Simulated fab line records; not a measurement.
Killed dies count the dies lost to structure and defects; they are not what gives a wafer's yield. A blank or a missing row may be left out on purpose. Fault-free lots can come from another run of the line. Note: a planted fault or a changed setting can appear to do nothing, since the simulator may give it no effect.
Which tool was responsible? :: flow n5_finfet :: Sampling: 12 lots, 36 wafers, 3 of 1938 route steps

WHAT THE GAUGES SHOWED, per wafer
N5_BEOL_M8_THK_MEAS_53: measures by xrf. Usual: M8_THK 79.3 nm, standard deviation 2.2.
lot: L262
measured: day 9 16:02
on: film_metro-01
M8_THK (nm): 81.1 77.5 73.5
flag: 

lot: L263
measured: day 10 01:59
on: film_metro-01
M8_THK (nm): 77.7 76.9 73.2
flag: 

lot: L264
measured: day 10 03:11
on: film_metro-01
M8_THK (nm): 78.5 79.6 79.8
flag: 

lot: L266
measured: day 10 12:46
on: film_metro-02
M8_THK (nm): 80.1 80.1 78.3
flag: 

lot: L269
measured: day 10 22:46
on: film_metro-01
M8_THK (nm): 76.8 79.5 81.2
flag: 

lot: L268
measured: day 10 23:10
on: film_metro-02
M8_THK (nm): 79.1 75.4 78.3
flag: 

lot: L270
measured: day 11 02:15
on: film_metro-02
M8_THK (nm): 82.1 79.1 77.3
flag: 

lot: L272
measured: day 12 13:23
on: film_metro-02
M8_THK (nm): 79.1 80.0 78.1
flag: 

lot: L276
measured: day 12 21:52
on: film_metro-02
M8_THK (nm): 81.1 79.5 78.9
flag: 

lot: L279
measured: day 13 15:04
on: film_metro-02
M8_THK (nm): 79.5 77.2 79.0
flag: 

lot: L280
measured: day 14 07:52
on: film_metro-01
M8_THK (nm): 79.4 81.7 83.1
flag: 

lot: L281
measured: day 14 13:22
on: film_metro-01
M8_THK (nm): 81.3 77.9 80.1
flag: 

WHICH TOOL RAN EACH LOT (tool, then ch and the chambers of the sampled wafers, then the start)
lot: L262
N5_BEOL_M8_STRIP_36: rie_diel-05 ch 0,1,3, day 9 11:51
N5_BEOL_M8_STRIP_80: rie_diel-05 ch 0,1,3, day 9 16:02 or earlier

lot: L263
N5_BEOL_M8_STRIP_36: rie_diel-05 ch 1,2,3, day 9 21:22
N5_BEOL_M8_STRIP_80: rie_diel-05 ch 1,2,3, day 10 01:59 or earlier

lot: L264
N5_BEOL_M8_STRIP_36: rie_diel-06 ch 1,2, day 10 00:33
N5_BEOL_M8_STRIP_80: rie_diel-06 ch 1,2, day 10 03:11 or earlier

lot: L266
N5_BEOL_M8_STRIP_36: rie_diel-04 ch 1,2,3, day 10 08:41
N5_BEOL_M8_STRIP_80: rie_diel-04 ch 1,2,3, day 10 12:46 or earlier

lot: L269
N5_BEOL_M8_STRIP_36: rie_diel-05 ch 0,1, day 10 17:31
N5_BEOL_M8_STRIP_80: rie_diel-05 ch 0,1, day 10 22:46 or earlier

lot: L268
N5_BEOL_M8_STRIP_36: rie_diel-04 ch 0,1,3, day 10 20:19
N5_BEOL_M8_STRIP_80: rie_diel-04 ch 0,1,3, day 10 23:10 or earlier

lot: L270
N5_BEOL_M8_STRIP_36: rie_diel-06 ch 1,2,3, day 10 22:53
N5_BEOL_M8_STRIP_80: rie_diel-06 ch 1,2,3, day 11 02:15 or earlier

lot: L272
N5_BEOL_M8_STRIP_36: rie_diel-06 ch 0,1, day 12 10:44
N5_BEOL_M8_STRIP_80: rie_diel-06 ch 0,1, day 12 13:23 or earlier

lot: L276
N5_BEOL_M8_STRIP_36: rie_diel-06 ch 0,1, day 12 19:19
N5_BEOL_M8_STRIP_80: rie_diel-06 ch 0,1, day 12 21:52 or earlier

lot: L279
N5_BEOL_M8_STRIP_36: rie_diel-05 ch 1,2, day 13 11:28
N5_BEOL_M8_STRIP_80: rie_diel-05 ch 1,2, day 13 15:04 or earlier

lot: L280
N5_BEOL_M8_STRIP_36: rie_diel-06 ch 1,3, day 14 01:58
N5_BEOL_M8_STRIP_80: rie_diel-06 ch 1,3, day 14 07:52 or earlier

lot: L281
N5_BEOL_M8_STRIP_36: rie_diel-06 ch 0,2,3, day 14 11:08
N5_BEOL_M8_STRIP_80: rie_diel-06 ch 0,2,3, day 14 13:22 or earlier
- N5_BEOL_M8_STRIP_36: strips in N2/H2.
- N5_BEOL_M8_STRIP_80: strips in N2/H2, time 10 s.

WHAT THE TOOLS THEMSELVES READ (means of the sampled wafers that have a number; where no wafer has one, the mark that the record gives instead)
N5_BEOL_M8_STRIP_36. Usual: drypump_motor_current_A 5.5 A, standard deviation 0.5; oes_product_au 0.77 a.u., standard deviation 0.081; rf_vpp_V 59.0 V, standard deviation 1.5; showerhead_plenum_p_Torr 2.54 Torr, standard deviation 0.11; throttle_valve_pct 23.77 %, standard deviation 0.27.
lot: L262
tool: rie_diel-05
drypump_motor_current_A (A): 5.8
oes_product_au (a.u.): 0.78
rf_vpp_V (V): 59.3
showerhead_plenum_p_Torr (Torr): 2.50
throttle_valve_pct (%): 23.66
flag: 

lot: L263
tool: rie_diel-05
drypump_motor_current_A (A): 5.6
oes_product_au (a.u.): 0.81
rf_vpp_V (V): 60.8
showerhead_plenum_p_Torr (Torr): 2.52
throttle_valve_pct (%): 23.60
flag: 

lot: L264
tool: rie_diel-06
drypump_motor_current_A (A): 5.4
oes_product_au (a.u.): 0.73
rf_vpp_V (V): 58.4
showerhead_plenum_p_Torr (Torr): 2.52
throttle_valve_pct (%): 24.00
flag: 

lot: L266
tool: rie_diel-04
drypump_motor_current_A (A): 5.7
oes_product_au (a.u.): 0.77
rf_vpp_V (V): 58.6
showerhead_plenum_p_Torr (Torr): 2.48
throttle_valve_pct (%): 23.69
flag: 

lot: L269
tool: rie_diel-05
drypump_motor_current_A (A): 5.4
oes_product_au (a.u.): 0.82
rf_vpp_V (V): 58.9
showerhead_plenum_p_Torr (Torr): 2.53
throttle_valve_pct (%): 23.62
flag: 

lot: L268
tool: rie_diel-04
drypump_motor_current_A (A): 5.5
oes_product_au (a.u.): 0.72
rf_vpp_V (V): 58.8
showerhead_plenum_p_Torr (Torr): 2.52
throttle_valve_pct (%): 23.81
flag: 

lot: L270
tool: rie_diel-06
drypump_motor_current_A (A): 5.3
oes_product_au (a.u.): 0.79
rf_vpp_V (V): 61.4
showerhead_plenum_p_Torr (Torr): 2.58
throttle_valve_pct (%): 24.04
flag: 

lot: L272
tool: rie_diel-06
drypump_motor_current_A (A): 5.1
oes_product_au (a.u.): 0.73
rf_vpp_V (V): 58.4
showerhead_plenum_p_Torr (Torr): 2.44
throttle_valve_pct (%): 23.60
flag: 

lot: L276
tool: rie_diel-06
drypump_motor_current_A (A): 5.1
oes_product_au (a.u.): 0.73
rf_vpp_V (V): 59.2
showerhead_plenum_p_Torr (Torr): 2.44
throttle_valve_pct (%): 23.61
flag: 

lot: L279
tool: rie_diel-05
drypump_motor_current_A (A): 5.2
oes_product_au (a.u.): 0.82
rf_vpp_V (V): 59.8
showerhead_plenum_p_Torr (Torr): 2.54
throttle_valve_pct (%): 23.60
flag: 

lot: L280
tool: rie_diel-06
drypump_motor_current_A (A): 5.1
oes_product_au (a.u.): 0.82
rf_vpp_V (V): 59.2
showerhead_plenum_p_Torr (Torr): 2.63
throttle_valve_pct (%): 24.10
flag: 

lot: L281
tool: rie_diel-06
drypump_motor_current_A (A): 5.0
oes_product_au (a.u.): 0.76
rf_vpp_V (V): 57.7
showerhead_plenum_p_Torr (Torr): 2.53
throttle_valve_pct (%): 23.77
flag: 

N5_BEOL_M8_STRIP_80. Usual: drypump_motor_current_A 5.5 A, standard deviation 0.5; oes_product_au 0.78 a.u., standard deviation 0.08; rf_vpp_V 59.1 V, standard deviation 0.94; showerhead_plenum_p_Torr 2.54 Torr, standard deviation 0.11; throttle_valve_pct 23.77 %, standard deviation 0.27.
lot: L262
tool: rie_diel-05
drypump_motor_current_A (A): 5.8
oes_product_au (a.u.): 0.77
rf_vpp_V (V): 59.1
showerhead_plenum_p_Torr (Torr): 2.50
throttle_valve_pct (%): 23.67
flag: 

lot: L263
tool: rie_diel-05
drypump_motor_current_A (A): 5.6
oes_product_au (a.u.): 0.80
rf_vpp_V (V): 59.2
showerhead_plenum_p_Torr (Torr): 2.52
throttle_valve_pct (%): 23.60
flag: 

lot: L264
tool: rie_diel-06
drypump_motor_current_A (A): 5.4
oes_product_au (a.u.): 0.73
rf_vpp_V (V): 59.2
showerhead_plenum_p_Torr (Torr): 2.52
throttle_valve_pct (%): 24.01
flag: 

lot: L266
tool: rie_diel-04
drypump_motor_current_A (A): 5.7
oes_product_au (a.u.): 0.78
rf_vpp_V (V): 58.9
showerhead_plenum_p_Torr (Torr): 2.48
throttle_valve_pct (%): 23.72
flag: 

lot: L269
tool: rie_diel-05
drypump_motor_current_A (A): 5.4
oes_product_au (a.u.): 0.82
rf_vpp_V (V): 58.4
showerhead_plenum_p_Torr (Torr): 2.53
throttle_valve_pct (%): 23.62
flag: 

lot: L268
tool: rie_diel-04
drypump_motor_current_A (A): 5.6
oes_product_au (a.u.): 0.71
rf_vpp_V (V): 59.5
showerhead_plenum_p_Torr (Torr): 2.52
throttle_valve_pct (%): 23.79
flag: 

lot: L270
tool: rie_diel-06
drypump_motor_current_A (A): 5.3
oes_product_au (a.u.): 0.79
rf_vpp_V (V): 58.6
showerhead_plenum_p_Torr (Torr): 2.58
throttle_valve_pct (%): 24.03
flag: 

lot: L272
tool: rie_diel-06
drypump_motor_current_A (A): 5.1
oes_product_au (a.u.): 0.72
rf_vpp_V (V): 58.3
showerhead_plenum_p_Torr (Torr): 2.44
throttle_valve_pct (%): 23.61
flag: 

lot: L276
tool: rie_diel-06
drypump_motor_current_A (A): 5.1
oes_product_au (a.u.): 0.71
rf_vpp_V (V): 58.9
showerhead_plenum_p_Torr (Torr): 2.44
throttle_valve_pct (%): 23.61
flag: 

lot: L279
tool: rie_diel-05
drypump_motor_current_A (A): 5.2
oes_product_au (a.u.): 0.83
rf_vpp_V (V): 60.2
showerhead_plenum_p_Torr (Torr): 2.53
throttle_valve_pct (%): 23.59
flag: 

lot: L280
tool: rie_diel-06
drypump_motor_current_A (A): 5.1
oes_product_au (a.u.): 0.82
rf_vpp_V (V): 59.0
showerhead_plenum_p_Torr (Torr): 2.63
throttle_valve_pct (%): 24.09
flag: 

lot: L281
tool: rie_diel-06
drypump_motor_current_A (A): 5.0
oes_product_au (a.u.): 0.76
rf_vpp_V (V): 58.9
showerhead_plenum_p_Torr (Torr): 2.53
throttle_valve_pct (%): 23.77
flag: 

THE ANSWER, worked out from the rows above alone
Rule: lot off if the mean of its wafers having a number is beyond 3 standard deviations from the usual mean. A lot without any number at a reading at which 4 lots or more have one is off too. Where the step has rows for the other lots, those lots are counted as sound. Order of review: gauges by route order, followed by the tools' own readings, for which a lot's mean as printed above is used. The first step at which some lot is off is used, and at that step the reading that is off furthest; a lot without a number counts as furthest.
No lot is off at any reading shown: from this, nothing can be told.

WHAT WAS PUT IN BY THE SIMULATOR
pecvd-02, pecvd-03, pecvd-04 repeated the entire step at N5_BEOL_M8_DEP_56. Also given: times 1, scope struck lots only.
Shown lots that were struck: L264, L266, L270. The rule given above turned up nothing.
